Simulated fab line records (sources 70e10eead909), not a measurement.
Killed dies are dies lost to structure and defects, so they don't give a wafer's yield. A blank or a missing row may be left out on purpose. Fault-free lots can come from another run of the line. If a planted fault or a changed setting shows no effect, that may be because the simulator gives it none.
The tool behind it: which one?    flow nand_harc    36 wafers from 12 lots sampled at 4 of the route's 1159 steps

## WHAT THE GAUGES SHOWED, per wafer
NHARC_A_SLIT_OVL_MEAS_10.
lot   measured      on          overlay_x_nm (nm)
L075  day 14 12:30  overlay-01  1.7 1.1 1.2
L077  day 14 22:29  overlay-01  0.3 0.1 0.0
L079  day 14 22:16  overlay-02  0.3 1.2 0.5
L082  day 15 11:24  overlay-02  1.3 1.8 0.6
L084  day 16 16:07  overlay-02  -0.6 -0.5 -0.6
L085  day 17 09:38  overlay-02  0.4 0.4 0.8
L088  day 17 10:44  overlay-02  0.0 -0.1 -0.1
L089  day 17 23:10  overlay-02  0.2 -0.7 -0.5
L090  day 18 08:23  overlay-02  -0.3 -0.2 -0.9
L093  day 18 15:29  overlay-01  0.5 0.7 0.4
L095  day 19 19:43  overlay-02  0.0 0.5 0.6
L097  day 20 07:28  overlay-01  0.5 0.4 0.5

## TOOL THAT RAN EACH LOT (tool first, then ch and the chambers of the sampled wafers, then the start)
lot   NHARC_A_STAIRCASE_ALD_415         NHARC_A_STAIRCASE_DESCUM_443        NHARC_A_SGD_CUT_ETCH_15
L075  ald_hk-03 ch 1,2,3, day 12 05:02  rie_diel-04 ch 0,1,2, day 13 20:48  rie_diel-07 ch 0,1,2, day 14 12:30 or earlier
L077  ald_hk-02 ch 0,3, day 12 14:23    rie_diel-05 ch 0,2,3, day 14 05:49  rie_diel-13 ch 0,1, day 14 22:29 or earlier
L079  ald_hk-04 ch 0,2,3, day 12 17:10  rie_diel-05 ch 0,2, day 14 05:46    rie_diel-08 ch 0,3, day 14 22:16 or earlier
L082  ald_hk-04 ch 0,2, day 13 06:41    rie_diel-06 ch 0,1, day 14 19:44    rie_diel-07 ch 1,2,3, day 15 11:24 or earlier
L084  ald_hk-03 ch 0,1,3, day 14 05:31  rie_diel-04 ch 1,2,3, day 15 21:34  rie_diel-13 ch 0,2,3, day 16 16:07 or earlier
L085  ald_hk-02 ch 0,2, day 15 03:43    rie_diel-06 ch 0,2, day 16 17:46    rie_diel-13 ch 0,1,2, day 17 09:38 or earlier
L088  ald_hk-02 ch 1,2,3, day 15 07:38  rie_diel-06 ch 0,3, day 16 17:50    rie_diel-07 ch 0,1,2, day 17 10:44 or earlier
L089  ald_hk-03 ch 2,3, day 15 17:37    rie_diel-06 ch 1,2,3, day 17 06:51  rie_diel-08 ch 0,2,3, day 17 23:10 or earlier
L090  ald_hk-02 ch 1,3, day 15 21:32    rie_diel-04 ch 1,3, day 17 11:04    rie_diel-13 ch 0,1,3, day 18 08:23 or earlier
L093  ald_hk-02 ch 0,2,3, day 16 09:19  rie_diel-06 ch 0,2,3, day 17 23:45  rie_diel-13 ch 0,2,3, day 18 15:29 or earlier
L095  ald_hk-03 ch 1,2,3, day 17 00:48  rie_diel-06 ch 1,2, day 19 03:20    rie_diel-08 ch 1,2, day 19 19:43 or earlier
L097  ald_hk-03 ch 1,2,3, day 17 21:07  rie_diel-06 ch 0,1,2, day 19 14:21  rie_diel-08 ch 0,1,2, day 20 07:28 or earlier
- NHARC_A_STAIRCASE_ALD_415: deposits SiO2, target thk 30 nm, pulse time 6 s, ald cycles 300.
- NHARC_A_STAIRCASE_DESCUM_443: chemistry O2, time 3 s.
- NHARC_A_SGD_CUT_ETCH_15: etches the open film in CH3F/O2, target depth 75 nm, time 64.3 s.

## THE ANSWER, worked out from the rows above alone
Rule: the lots themselves supply what counts as usual. Put in order of their means at a reading, lots are off if they are a third of the lots or fewer, leave a main group of 4 or more, and stand apart from it by a gap of 3 or more times the standard deviation of the main group's means; of several such gaps the widest counts. If all means in a main group match to the digits the tables above print for the reading, that group is not used. Also off: a lot with no number at a reading for which 4 or more lots have one. Any other lot the step has rows for is counted as sound.
Across all readings shown, no lot is off: no conclusion can be drawn from this.

## WHAT HAD BEEN PUT IN BY THE SIMULATOR
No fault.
